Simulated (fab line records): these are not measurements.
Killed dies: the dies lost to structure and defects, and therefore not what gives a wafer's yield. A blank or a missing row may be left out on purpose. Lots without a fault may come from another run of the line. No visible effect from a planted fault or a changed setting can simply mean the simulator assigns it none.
Chamber matching    flow n5 finfet    N5_BEOL_M0_SAQP_MANDREL_ETCH_20 on rie si-02: 4 sister chambers
The step etches a-Si in HBr/Cl2, stops on SiNx, target depth 60 nm, bt time 10 s, time 30 s. 18 wafers are shown with their chamber, then 9 later ones without.

== WAFERS PAIRED WITH THEIR CHAMBERS ==
wafer   chamber  throttle valve pct (%)  drypump motor current A (A)  oes product au (a.u.)
L074.2  0        35.45                   5.8                          0.770
L074.4  3        35.42                   6.5                          0.780
L074.5  3        35.45                   6.5                          0.781
L075.3  1        34.76                   6.0                          0.765
L075.5  1        34.74                   6.0                          0.767
L075.6  2        35.50                   5.6                          0.760
L077.2  2        35.49                   5.7                          0.764
L077.4  3        35.40                   6.5                          0.793
L077.6  2        35.49                   5.6                          0.775
L081.1  3        35.44                   6.4                          0.770
L081.4  1        34.74                   6.0                          0.769
L081.6  3        35.42                   6.4                          0.782
L082.2  3        35.42                   6.4                          0.779
L082.5  2        35.48                   5.7                          0.768
L082.6  3        35.41                   6.4                          0.791
L087.1  2        35.48                   5.6                          0.766
L087.5  3        35.42                   6.4                          0.790
L087.6  0        35.44                   5.8                          0.783

SIGNATURES, as means of the wafers listed above
reading                  chamber 0  chamber 1  chamber 2  chamber 3  scatter within a chamber
throttle valve pct       35.4450    34.7467    35.4880    35.4225    0.0129
drypump motor current A  5.800      6.000      5.640      6.438      0.0469
oes product au           0.77650    0.76700    0.76660    0.78325    0.00669
Rule: a wafer's distance from a chamber is the root of the sum, over the readings, of the square of ((its reading less the chamber's mean) divided by the reading's scatter). If the next closest chamber is less than 2 further off than the closest, the wafer can't be placed; otherwise it belongs to the closest. The scatter is the square root of a quotient: the sum, over the shown wafers, of each reading's squared deviation from its chamber's mean, divided by wafers minus chambers.

== WAFERS WITH NO CHAMBER GIVEN ==
wafer   throttle valve pct (%)  drypump motor current A (A)  oes product au (a.u.)
L088.1  35.44                   6.5                          0.781
L088.2  35.44                   5.8                          0.773
L088.3  34.75                   5.9                          0.758
L090.2  35.45                   6.4                          0.774
L090.3  34.74                   5.9                          0.769
L090.6  35.48                   5.6                          0.778
L092.2  35.49                   5.7                          0.765
L092.3  34.76                   6.0                          0.758
L092.4  35.44                   5.8                          0.783

== THE CHAMBER EACH PASSED THROUGH ==
wafer   from the rows above  in truth
L088.1  3                    3
L088.2  0                    0
L088.3  1                    1
L090.2  3                    3
L090.3  1                    1
L090.6  2                    2
L092.2  2                    2
L092.3  1                    1
L092.4  0                    0
Correctly placed: 9 of 9. Not placeable from these rows: 0. Placed wrongly: 0.
